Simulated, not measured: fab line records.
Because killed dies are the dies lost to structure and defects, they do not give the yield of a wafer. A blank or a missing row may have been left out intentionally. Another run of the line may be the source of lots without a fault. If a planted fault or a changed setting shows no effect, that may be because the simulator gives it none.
Matching of chambers ; flow nand-harc ; 4 sister chambers for NHARC_P_GATE_DESCUM_48 on rie-diel-12
The step chemistry O2, time 3 s. 8 wafers are shown with their chamber, then 9 later ones without.

## EACH WAFER AND ITS CHAMBER
wafer;chamber;drypump-motor-current-A (A);oes-product-au (a.u.)
L387.2;3;6.0;0.986
L387.5;1;5.4;0.982
L391.1;2;5.7;1.008
L391.2;0;5.3;1.012
L391.6;3;5.9;0.986
L390.1;1;5.5;0.963
L390.2;0;5.3;1.011
L390.3;2;5.7;0.991

## WAFERS MISSING THEIR CHAMBER
wafer;drypump-motor-current-A (A);oes-product-au (a.u.)
L394.1;5.3;1.011
L394.2;5.7;1.005
L394.4;5.3;1.011
L393.3;5.5;0.965
L393.4;5.7;0.996
L393.5;5.3;0.991
L403.3;5.9;0.998
L403.4;5.5;0.983
L403.6;5.7;1.013

## WHICH CHAMBER EACH ONE RAN IN
wafer;from the rows above;in truth
L394.1;0;0
L394.2;2;2
L394.4;0;0
L393.3;1;1
L393.4;2;2
L393.5;can't be placed: 0 or 1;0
L403.3;3;3
L403.4;1;1
L403.6;2;2
Placed correctly: 8 of 9. Cannot be placed on the basis of these rows: 1; the candidates contain the true chamber in 1. Placed wrongly: 0.
How it was worked out, from the rows above alone: a wafer's distance from a chamber is the root of the sum, over the readings, of the square of ((its reading less the chamber's mean) divided by the reading's scatter). The wafer belongs to the nearest chamber; if the next one is less than 2 further off, it can't be placed. The mean given for a chamber averages the wafers shown for that chamber. The scatter: take each reading less its chamber's mean, square it, sum over the shown wafers, divide by the number of wafers less the number of chambers, and take the root.
